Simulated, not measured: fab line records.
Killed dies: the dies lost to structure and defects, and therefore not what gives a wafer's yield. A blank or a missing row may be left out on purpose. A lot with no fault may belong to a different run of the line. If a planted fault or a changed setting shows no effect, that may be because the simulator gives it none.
Matching of chambers | flow nand-harc | NHARC_A_CONTACT_ETCH_91 on rie-diel-04 has 4 sister chambers
The step etches the open film in CH3F/O2, target depth 40 nm, time 85.7 s. 20 wafers are shown with their chamber, then 10 later ones without.

EACH WAFER AND ITS CHAMBER
wafer  | chamber | showerhead-plenum-p-Torr (Torr) | drypump-motor-current-A (A) | rf-vpp-V (V)
L079.1 | 0       | 2.51                            | 5.7                         | 244.6
L079.4 | 2       | 2.62                            | 5.6                         | 247.0
L079.5 | 1       | 2.41                            | 5.5                         | 244.2
L078.1 | 3       | 2.52                            | 5.9                         | 245.8
L078.3 | 0       | 2.51                            | 5.7                         | 244.8
L078.4 | 1       | 2.41                            | 5.5                         | 245.3
L080.2 | 0       | 2.51                            | 5.7                         | 245.6
L080.5 | 2       | 2.62                            | 5.7                         | 245.9
L080.6 | 3       | 2.52                            | 5.9                         | 247.1
L081.2 | 1       | 2.41                            | 5.5                         | 244.4
L081.4 | 0       | 2.51                            | 5.7                         | 245.0
L081.6 | 3       | 2.52                            | 6.0                         | 243.9
L082.1 | 2       | 2.62                            | 5.6                         | 246.3
L082.2 | 1       | 2.41                            | 5.5                         | 244.2
L082.6 | 2       | 2.62                            | 5.6                         | 246.4
L083.3 | 2       | 2.62                            | 5.6                         | 246.7
L083.4 | 2       | 2.62                            | 5.6                         | 247.9
L083.5 | 1       | 2.41                            | 5.5                         | 242.7
L085.1 | 3       | 2.52                            | 6.0                         | 245.4
L085.2 | 2       | 2.61                            | 5.6                         | 244.6

SIGNATURES (averages over the wafers above)
reading                  | chamber 0 | chamber 1 | chamber 2 | chamber 3 | scatter within a chamber
showerhead-plenum-p-Torr | 2.5100    | 2.4100    | 2.6186    | 2.5200    | 0.00231
drypump-motor-current-A  | 5.700     | 5.500     | 5.614     | 5.950     | 0.0341
rf-vpp-V                 | 245.000   | 244.160   | 246.400   | 245.550   | 0.983
Rule: for each reading, subtract the chamber's mean from the wafer's reading, divide by that reading's scatter and square the result; add these up over the readings and take the root, which gives the wafer's distance from the chamber. The wafer belongs to the nearest chamber; if the next one is less than 2 further off, it can't be placed. The scatter: the root of (the sum of the squares of (reading less its chamber's mean) over the shown wafers, divided by (wafers less chambers)).

WAFERS WITHOUT THEIR CHAMBER
wafer  | showerhead-plenum-p-Torr (Torr) | drypump-motor-current-A (A) | rf-vpp-V (V)
L085.3 | 2.40                            | 5.5                         | 243.5
L089.3 | 2.40                            | 5.5                         | 244.4
L089.5 | 2.50                            | 5.7                         | 244.0
L089.6 | 2.52                            | 6.0                         | 245.6
L093.1 | 2.50                            | 5.7                         | 245.3
L093.3 | 2.40                            | 5.5                         | 244.7
L093.5 | 2.50                            | 5.7                         | 244.5
L092.3 | 2.52                            | 6.0                         | 245.2
L092.5 | 2.40                            | 5.5                         | 244.9
L092.6 | 2.50                            | 5.7                         | 245.6

WHICH CHAMBER EACH WENT THROUGH
wafer  | from the rows above | in truth
L085.3 | 1                   | 1
L089.3 | 1                   | 1
L089.5 | 0                   | 0
L089.6 | 3                   | 3
L093.1 | 0                   | 0
L093.3 | 1                   | 1
L093.5 | 0                   | 0
L092.3 | 3                   | 3
L092.5 | 1                   | 1
L092.6 | 0                   | 0
Correct placement for 10 of the 10. Left unplaced by these rows: 0. Number placed wrongly: 0.
